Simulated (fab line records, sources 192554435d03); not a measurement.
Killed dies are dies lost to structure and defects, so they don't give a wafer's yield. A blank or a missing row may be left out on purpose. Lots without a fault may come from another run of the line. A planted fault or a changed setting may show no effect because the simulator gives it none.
Chamber matching | flow n5_finfet | N5_BEOL_M5_ETCH_67 on rie_diel-06: 4 sister chambers
The step etches SiARC in CF4, target depth 15.6 nm, time 26 s. 20 wafers are shown with their chamber, then 10 later ones without.

WAFERS WITH THEIR CHAMBER
wafer  | chamber | drypump_motor_current_A (A) | oes_product_au (a.u.) | showerhead_plenum_p_Torr (Torr)
L074.1 | 3       | 5.8                         | 0.67                  | 2.07
L074.4 | 1       | 5.2                         | 0.68                  | 2.07
L074.6 | 3       | 5.8                         | 0.67                  | 2.07
L078.1 | 1       | 5.2                         | 0.68                  | 2.07
L078.4 | 0       | 6.2                         | 0.59                  | 2.11
L078.6 | 3       | 5.8                         | 0.67                  | 2.07
L080.2 | 1       | 5.2                         | 0.68                  | 2.07
L080.3 | 3       | 5.8                         | 0.66                  | 2.07
L080.6 | 0       | 6.2                         | 0.59                  | 2.11
L082.1 | 3       | 5.8                         | 0.66                  | 2.06
L082.5 | 3       | 5.8                         | 0.66                  | 2.06
L082.6 | 0       | 6.2                         | 0.58                  | 2.11
L084.2 | 0       | 6.2                         | 0.59                  | 2.11
L084.3 | 3       | 5.8                         | 0.66                  | 2.06
L084.5 | 3       | 5.8                         | 0.66                  | 2.06
L085.3 | 1       | 5.3                         | 0.66                  | 2.07
L085.4 | 3       | 5.8                         | 0.66                  | 2.06
L085.5 | 2       | 6.6                         | 0.86                  | 2.11
L088.1 | 1       | 5.2                         | 0.65                  | 2.06
L088.4 | 2       | 6.6                         | 0.81                  | 2.10

SIGNATURES (means of the wafers above)
reading                  | chamber 0 | chamber 1 | chamber 2 | chamber 3 | scatter within a chamber
drypump_motor_current_A  | 6.200     | 5.220     | 6.600     | 5.800     | 0.0224
oes_product_au           | 0.5875    | 0.6700    | 0.8350    | 0.6633    | 0.0121
showerhead_plenum_p_Torr | 2.1100    | 2.0680    | 2.1050    | 2.0644    | 0.00469
Rule: a wafer's distance from a chamber is the root of the sum, over the readings, of the square of ((its reading less the chamber's mean) divided by the reading's scatter). The wafer belongs to the nearest chamber; if the next one is less than 2 further off, it can't be placed. The scatter: the root of (the sum of the squares of (reading less its chamber's mean) over the shown wafers, divided by (wafers less chambers)).

WAFERS WITHOUT THEIR CHAMBER
wafer  | drypump_motor_current_A (A) | oes_product_au (a.u.) | showerhead_plenum_p_Torr (Torr)
L088.6 | 6.6                         | 0.82                  | 2.10
L091.2 | 5.2                         | 0.65                  | 2.06
L091.3 | 6.6                         | 0.81                  | 2.10
L091.4 | 6.2                         | 0.83                  | 2.11
L092.2 | 6.6                         | 0.81                  | 2.10
L092.4 | 6.2                         | 0.82                  | 2.10
L092.5 | 6.6                         | 0.80                  | 2.10
L095.1 | 5.2                         | 0.64                  | 2.06
L095.3 | 6.6                         | 0.78                  | 2.10
L095.6 | 5.2                         | 0.64                  | 2.06

WHICH CHAMBER EACH WENT THROUGH
wafer  | from the rows above     | in truth
L088.6 | 2                       | 2
L091.2 | 1                       | 1
L091.3 | 2                       | 2
L091.4 | 2                       | 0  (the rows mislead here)
L092.2 | 2                       | 2
L092.4 | can't be placed: 2 or 0 | 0
L092.5 | 2                       | 2
L095.1 | 1                       | 1
L095.3 | 2                       | 2
L095.6 | 1                       | 1
Placed correctly: 8 of 10. Can't be placed from these rows: 1 (the true chamber is among the candidates in 1). Placed wrongly: 1.
